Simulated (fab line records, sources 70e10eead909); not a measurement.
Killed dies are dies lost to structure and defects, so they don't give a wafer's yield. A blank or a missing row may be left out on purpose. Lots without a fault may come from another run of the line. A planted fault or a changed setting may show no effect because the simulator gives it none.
fab line records | flow nand_harc
record lots=14 wafers=42 last_day=25
route steps=1159 shown A_BLC@987 A_M0@1009
lots that met no fault: from a run of the same line without faults
start_h: hours from the record's first day to the start of the lot's first wafer shown | wait_h: hours since the lot's step before | " the same as in the row above | L1.1+2: a row that stands for several wafers | - no value, or no start given | * or withheld: withheld | < > ~ a bound
route shown NAME@n: a module of which the file shows steps, and the number in the route of the first | usual: mean/standard deviation of fault-free wafers | same: alike in all rows | chamber/n: place in a boat | sites: the reading at each site | _std_site: their standard deviation | _edge_site: outer sites' mean less inner sites' | radius_mm: how far each site lies from the wafer's centre | mask NAME#n: copy n | behind: the tool/chamber that last shaped the wafer | hold: why the lot was held/for how many hours/how that ended | device: the transistor (n, p or np) that didn't switch | end of line: the same wafers' tests at the end of the route | a step without rows: its recipe alone | killed: dies lost to structure and defects at the first sort, not the wafer's yield | map: a wafer's dies, x killed, . not, _ none there
set.NAME: the setting as run; set.NAME@STEP: as run at that earlier step | model.NAME: the simulator's own value behind a step, which no gauge read
steps of the route over a sample of lots; a table a step, a row a wafer
services: from which hour (start_h, from the record's first day; less than 0 if before it) a tool's chamber was out of use, for how many hours, and why
## steps
# step NHARC_A_BLC_PVD_32
# recipe target_thk_a=50 chamber_pressure_pa=5 power_w=5000 substrate_temp_c=200 time_s=17.7 material=Ti
# usual cathode_dc_power_W=5000.0/0.88 chamber_pressure_pa=4.999/0.0092 throttle_valve_pct=30.0/0.77
# columns lot.wafer tool chamber start_h wait_h cathode_dc_power_W chamber_pressure_pa throttle_valve_pct
L507.4 pvd_sputter-03 - - - 5000.8 4.994 28.7
L507.3 " - " " 4999.9 5.014 30.0
L507.5 " - " " 5000.8 4.998 30.4
L510.1 pvd_sputter-01 - - - 4999.7 5.014 29.3
L510.4 " - " " 5000.5 5.004 29.4
L510.5 " - " " 5000.9 5.019 29.3
L512.4 pvd_sputter-02 - - - 5001.5 5.005 29.2
L512.1 " - " " 5000.2 4.983 30.4
L512.5 " - " " 5000.6 5.004 28.9
L511.3 pvd_sputter-01 - - - 5001.4 5.000 29.5
L511.4 " - " " 4997.9 5.001 30.5
L511.1 " - " " 4998.7 4.987 31.9
L513.2 pvd_sputter-02 - - - 5000.6 5.000 29.0
L513.5 " - " " 4998.8 5.007 30.7
L513.6 " - " " 4999.6 5.000 29.1
L514.2 pvd_sputter-02 - - - 4998.7 4.991 30.2
L514.4 " - " " 5000.5 5.003 29.7
L514.6 " - " " 5000.5 4.999 29.1
L515.1 pvd_sputter-01 - - - 5001.2 4.991 31.9
L515.2 " - " " 5000.8 5.002 30.7
L515.6 " - " " 5000.0 4.992 29.3
L517.3 pvd_sputter-03 - - - 4999.3 5.004 28.8
L517.1 " - " " 4998.9 4.996 30.5
L517.4 " - " " 5000.3 4.992 29.9
L516.4 pvd_sputter-01 - - - 5000.9 4.993 29.2
L516.3 " - " " 4997.6 5.018 30.7
L516.5 " - " " 5000.0 5.001 30.6
L524.4 pvd_sputter-03 - - - 4999.1 4.998 30.0
L524.3 " - " " 4999.3 4.996 29.4
L524.5 " - " " 4999.8 4.989 30.2
L523.1 pvd_sputter-03 - - - 4998.7 4.994 30.5
L523.4 " - " " 4999.9 5.012 29.9
L523.5 " - " " 4999.8 5.006 30.2
L530.2 pvd_sputter-01 - - - 4999.0 4.997 31.3
L530.1 " - " " 5000.7 5.019 30.4
L530.6 " - " " 4999.2 5.009 31.6
L528.1 pvd_sputter-01 - - - 4999.7 4.996 30.4
L528.3 " - " " 5001.1 4.991 29.3
L528.5 " - " " 5001.5 5.006 29.5
L529.2 pvd_sputter-02 - - - 4999.3 4.981 29.5
L529.4 " - " " 5001.2 5.006 29.2
L529.5 " - " " 4998.8 5.001 30.8
# step NHARC_A_M0_ETCH_15
# recipe target_depth_a=1500 overetch_a=150 time_s=82.5 c4f8_flow_sccm=withheld ar_flow_sccm=400 rf_w=600 bias_w=300 chemistry=C4F8/Ar
# usual oes_product_au=0.949/0.021 rf_fwd_power_W=594.5/1.9 rf_vpp_V=440.2/2.6
# columns lot.wafer tool chamber start_h wait_h oes_product_au rf_fwd_power_W rf_hours_counter_h rf_vpp_V
L507.4 rie_diel-01 0 - - 0.931 594.7 6 441.5
L507.3 " 1 " " 0.932 597.5 7 440.0
L507.5 " 0 " " 0.927 595.9 - 440.2
L510.1 rie_diel-11 3 - - 0.984 594.6 3 438.2
L510.5 " 3 " " 0.968 595.1 - 440.2
L510.4 " 1 " " 0.955 599.9 - 444.9
L512.1 rie_diel-01 2 - - 0.930 593.1 6 441.7
L512.4 " 3 " " 0.927 594.6 6 437.7
L512.5 " 3 " " 0.917 593.4 - 437.0
L511.1 rie_diel-11 2 - - 0.965 596.8 3 442.5
L511.4 " 0 " " 0.980 596.1 5 438.1
L511.3 " 1 " " 0.968 596.3 5 445.2
L513.2 rie_diel-11 1 - - 0.936 597.0 5 446.1
L513.6 " 2 " " 0.956 593.6 - 441.1
L513.5 " 3 " " 0.963 592.9 - 440.5
L514.2 rie_diel-01 2 - - 0.960 595.7 8 441.4
L514.4 " 2 " " 0.962 596.4 - 440.2
L514.6 " 3 " " 0.958 595.0 - 437.4
L515.2 rie_diel-11 1 - - 0.917 594.4 7 445.4
L515.1 " 2 " " 0.929 594.6 6 443.2
L515.6 " 0 " " 0.918 594.2 - 437.9
L517.3 rie_diel-07 3 - - 0.966 596.8 2 437.1
L517.4 " 0 " " 0.984 592.6 2 441.9
L517.1 " 1 " " 0.958 597.3 2 435.6
L516.3 rie_diel-11 0 - - 0.930 590.8 8 438.2
L516.4 " 1 " " 0.916 594.0 8 443.8
L516.5 " 3 " " 0.924 590.6 - 440.3
L524.4 rie_diel-07 3 - - 0.947 592.0 5 438.3
L524.3 " 1 " " 0.948 596.0 5 435.1
L524.5 " 2 " " 0.969 593.0 - 440.7
L523.4 rie_diel-07 2 - - 0.975 592.7 5 441.1
L523.1 " 1 " " 0.945 597.0 5 435.2
L523.5 " 2 " " 0.964 595.7 - 438.9
L530.2 rie_diel-11 0 - - 0.925 593.7 15 437.8
L530.1 " 1 " " 0.907 592.3 15 446.0
L530.6 " 3 " " 0.920 591.9 - 438.7
L528.3 rie_diel-07 3 - - 0.967 594.5 8 438.3
L528.1 " 0 " " 0.958 593.2 8 444.3
L528.5 " 0 " " 0.953 592.9 - 441.8
L529.2 rie_diel-11 3 - - 0.961 596.7 1 440.3
L529.5 " 1 " " 0.958 595.9 - 445.3
L529.4 " 0 " " 0.962 597.9 - 437.1
# step NHARC_A_M0_PVD_20
# recipe target_thk_a=50 bias_v=168.6 power_w=15000 chamber_pressure_pa=0.12 time_s=8.06 substrate_temp_c=50 material=TaN
# usual bias_v=168.4/1.6 cathode_dc_power_W=15000/2.3 throttle_valve_pct=30.1/0.9
# columns lot.wafer tool chamber start_h wait_h bias_v cathode_dc_power_W throttle_valve_pct
L507.3 pvd_sputter-01 - 399.15 - 165.7 15001 30.7
L507.4 " - " " 169.0 15000 29.3
L507.5 " - " " 168.5 14997 30.7
L510.1 pvd_sputter-01 - 404.72 - 169.3 15002 31.7
L510.4 " - " " 170.3 15001 29.7
L510.5 " - " " 168.4 15002 29.2
L512.1 pvd_sputter-01 - 410.70 - 168.9 15000 31.3
L512.4 " - " " 169.5 15000 29.5
L512.5 " - " " 169.0 15002 29.3
L511.4 pvd_sputter-01 - 422.21 - 169.2 15001 29.3
L511.3 " - " " 167.0 14999 30.8
L511.1 " - " " 170.1 15000 28.9
L513.2 pvd_sputter-01 - 426.62 - 166.9 14997 31.6
L513.6 " - " " 167.2 14999 28.7
L513.5 " - " " 168.4 14998 32.0
L514.2 pvd_sputter-01 - 437.28 - 167.3 14997 29.2
L514.4 " - " " 169.8 15004 29.0
L514.6 " - " " 170.6 15000 31.8
L515.1 pvd_sputter-02 - 450.41 - 167.3 14999 29.4
L515.2 " - " " 169.6 14999 29.0
L515.6 " - " " 168.3 14998 30.3
L517.1 pvd_sputter-03 - 456.91 - 168.1 14999 29.9
L517.3 " - " " 166.9 15003 30.0
L517.4 " - " " 171.2 14997 30.3
L516.4 pvd_sputter-01 - 457.10 - 170.6 14999 31.6
L516.3 " - " " 171.0 15000 29.2
L516.5 " - " " 169.3 15004 30.8
L524.4 pvd_sputter-01 - 493.72 - - - -
L524.3 " - " " - - -
L524.5 " - " " - - -
L523.1 pvd_sputter-02 - 498.09 - - - -
L523.4 " - " " - - -
L523.5 " - " " - - -
L530.1 pvd_sputter-01 - 531.52 - 168.1 14995 29.5
L530.2 " - " " 171.3 14997 29.3
L530.6 " - " " 168.1 14997 29.7
L528.3 pvd_sputter-01 - 549.27 - 166.4 14999 29.6
L528.1 " - " " 168.6 14999 30.3
L528.5 " - " " 170.3 14998 31.4
L529.4 pvd_sputter-03 - 556.79 - 167.8 14999 29.5
L529.2 " - " " 167.8 15002 30.4
L529.5 " - " " 168.4 15004 29.6
# step NHARC_A_M0_DEP_32
# recipe target_thk_a=300 temp_c=370 target_thk_nm=30 pressure_torr=3 flow_sccm=200 rf_w=450 material=SiCN
# usual heater_power_w=582/86 rf_fwd_power_W=448.8/1.5
# columns lot.wafer tool chamber start_h wait_h heater_power_w rf_fwd_power_W
L507.3 pecvd-04 0 400.79 0.1 626 449.6
L507.5 " 0 " " 636 450.7
L507.4 " 1 " " 434 448.7
L510.1 pecvd-02 2 406.33 0.1 678 449.7
L510.4 " 2 " " 684 449.5
L510.5 " 0 " " 731 450.0
L512.1 pecvd-04 1 412.30 0.1 510 445.3
L512.4 " 1 " " 501 446.3
L512.5 " 2 " " 582 448.2
L511.1 pecvd-04 1 423.80 0.1 522 446.3
L511.3 " 2 " " 545 449.1
L511.4 " 1 " " 515 446.7
L513.2 pecvd-04 2 428.70 0.1 562 450.1
L513.6 " 1 " " 504 447.0
L513.5 " 2 " " 581 450.1
L514.2 pecvd-04 0 439.37 0.1 640 447.0
L514.6 " 2 " " 494 448.1
L514.4 " 1 " " 498 448.8
L515.2 pecvd-02 0 452.02 0.1 751 450.5
L515.1 " 1 " " 430 448.5
L515.6 " 2 " " 714 447.5
L517.1 pecvd-03 1 458.51 0.1 553 451.6
L517.3 " 0 " " 520 451.8
L517.4 " 0 " " 512 448.3
L516.3 pecvd-02 2 458.78 0.1 703 448.7
L516.4 " 0 " " 738 449.2
L516.5 " 1 " " 484 446.7
L524.3 pecvd-03 1 495.39 0.1 666 449.1
L524.5 " 0 " " 531 448.7
L524.4 " 1 " " 647 449.4
L523.1 pecvd-04 2 499.76 0.1 507 448.0
L523.5 " 0 " " 654 448.9
L523.4 " 2 " " 504 448.5
L530.2 pecvd-02 2 533.41 0.1 693 447.8
L530.1 " 0 " " 816 450.3
L530.6 " 1 " " 435 450.5
L528.1 pecvd-03 1 550.84 0.1 626 444.6
L528.3 " 0 " " 551 451.5
L528.5 " 1 " " 624 447.4
L529.2 pecvd-02 2 558.38 0.1 631 450.8
L529.4 " 2 " " 618 448.0
L529.5 " 1 " " 539 450.9
## services
# columns tool chamber start_h hours kind
pvd_sputter-03 - 373.09 3.2 repair
pecvd-04 - 376.32 13.0 pm
rie_diel-07 0 380.67 6.1 repair
pvd_sputter-02 - 385.61 10.0 repair
rie_diel-11 2 399.75 4.5 repair
rie_diel-07 - 402.40 1.2 repair
rie_diel-07 - 405.20 9.0 pm
pvd_sputter-03 - 418.19 5.3 repair
pvd_sputter-03 - 431.64 1.4 repair
rie_diel-01 1 433.01 8.9 repair
rie_diel-01 2 436.82 6.7 repair
pvd_sputter-03 - 458.00 10.0 pm
pecvd-03 - 473.31 13.0 pm
pecvd-02 1 481.86 5.7 repair
rie_diel-01 - 491.83 9.0 pm
rie_diel-11 3 497.82 12.3 repair
pvd_sputter-01 - 514.05 10.0 pm
pecvd-02 - 515.00 13.0 pm
rie_diel-11 - 543.50 9.0 pm
rie_diel-07 2 544.36 5.8 repair
pecvd-02 2 546.55 1.9 repair
pvd_sputter-03 - 547.26 8.7 repair
rie_diel-11 2 555.30 3.9 repair
pecvd-04 - 557.32 13.0 pm
## key
first_sign step=NHARC_A_M0_PVD_20 reading=tool_record direction=missing
effect none on later readings
met_at NHARC_A_M0_PVD_20
struck_lots L523,L524
later_rows_left_out L523.1,L523.4,L523.5,L524.3,L524.4,L524.5
sort_left_out L523.1,L523.4,L523.5,L524.3,L524.4,L524.5
not_acting_at NHARC_A_BLC_PVD_32,NHARC_A_M0_ETCH_15,NHARC_A_M0_DEP_32
onset_between 457.10 493.72
fault kind=skipped_step_whole tool=pvd_sputter-01,pvd_sputter-02 chamber=- onset_h=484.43 steps=NHARC_A_M0_PVD_20 scope=struck_lots_only
# sort_left_out: the simulated sort isn't trusted on such a fault, so these wafers' sort isn't shown, and their yield isn't known
# later_rows_left_out: the simulator's readings of these wafers behind a module that went badly wrong aren't trusted and aren't shown, but for the sort
